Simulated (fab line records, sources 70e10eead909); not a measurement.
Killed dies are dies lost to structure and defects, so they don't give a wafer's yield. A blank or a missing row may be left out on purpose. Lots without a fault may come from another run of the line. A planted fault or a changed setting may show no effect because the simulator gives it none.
Chamber matching | flow nand_harc | NHARC_HYBRID_BOND_ACTIVATE_00 on rie_diel-10: 4 sister chambers
The step chemistry N2, time 60 s. 18 wafers are shown with their chamber, then 9 later ones without.

WAFERS WITH THEIR CHAMBER
wafer  | chamber | drypump_motor_current_A (A) | oes_product_au (a.u.) | rf_vpp_V (V)
L459.2 | 2       | 5.6                         | 1.005                 | 64.6
L459.4 | 0       | 5.6                         | 1.008                 | 64.8
L459.5 | 1       | 5.7                         | 1.005                 | 63.1
L462.1 | 2       | 5.5                         | 1.006                 | 65.3
L462.2 | 0       | 5.7                         | 1.006                 | 63.1
L462.5 | 1       | 5.7                         | 1.012                 | 64.3
L466.3 | 2       | 5.5                         | 1.003                 | 64.8
L466.5 | 0       | 5.7                         | 1.003                 | 65.0
L466.6 | 1       | 5.7                         | 1.004                 | 64.0
L473.2 | 1       | 5.7                         | 1.008                 | 63.1
L473.3 | 2       | 5.5                         | 1.006                 | 64.6
L473.5 | 0       | 5.6                         | 1.004                 | 62.7
L474.3 | 0       | 5.6                         | 1.007                 | 64.0
L474.5 | 1       | 5.7                         | 1.007                 | 63.6
L474.6 | 2       | 5.5                         | 1.009                 | 65.5
L476.2 | 0       | 5.7                         | 0.997                 | 64.3
L476.5 | 3       | 5.4                         | 0.995                 | 62.9
L476.6 | 0       | 5.7                         | 1.002                 | 64.1

SIGNATURES (means of the wafers above)
reading                 | chamber 0 | chamber 1 | chamber 2 | chamber 3 | scatter within a chamber
drypump_motor_current_A | 5.657     | 5.700     | 5.520     | 5.400     | 0.0424
oes_product_au          | 1.00386   | 1.00720   | 1.00580   | 0.99500   | 0.00317
rf_vpp_V                | 64.000    | 63.620    | 64.960    | 62.900    | 0.659
Rule: a wafer's distance from a chamber is the root of the sum, over the readings, of the square of ((its reading less the chamber's mean) divided by the reading's scatter). The wafer belongs to the nearest chamber; if the next one is less than 2 further off, it can't be placed. The scatter: the root of (the sum of the squares of (reading less its chamber's mean) over the shown wafers, divided by (wafers less chambers)).

WAFERS WITHOUT THEIR CHAMBER
wafer  | drypump_motor_current_A (A) | oes_product_au (a.u.) | rf_vpp_V (V)
L478.1 | 5.5                         | 1.002                 | 65.4
L478.2 | 5.7                         | 0.997                 | 64.4
L478.5 | 5.7                         | 0.985                 | 63.2
L481.1 | 5.3                         | 1.003                 | 64.1
L481.2 | 5.7                         | 0.996                 | 65.5
L481.4 | 5.7                         | 1.018                 | 63.2
L480.4 | 5.7                         | 0.998                 | 62.6
L480.5 | 5.5                         | 0.987                 | 64.1
L480.6 | 5.7                         | 1.001                 | 62.6

WHICH CHAMBER EACH WENT THROUGH
wafer  | from the rows above          | in truth
L478.1 | 2                            | 2
L478.2 | can't be placed: 0 or 1      | 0
L478.5 | can't be placed: 0 or 1 or 3 | 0
L481.1 | can't be placed: 3 or 2      | 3
L481.2 | can't be placed: 0 or 1 or 2 | 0
L481.4 | can't be placed: 1 or 0      | 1
L480.4 | can't be placed: 0 or 1      | 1
L480.5 | 3                            | 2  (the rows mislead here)
L480.6 | can't be placed: 1 or 0      | 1
Placed correctly: 1 of 9. Can't be placed from these rows: 7 (the true chamber is among the candidates in 7). Placed wrongly: 1.
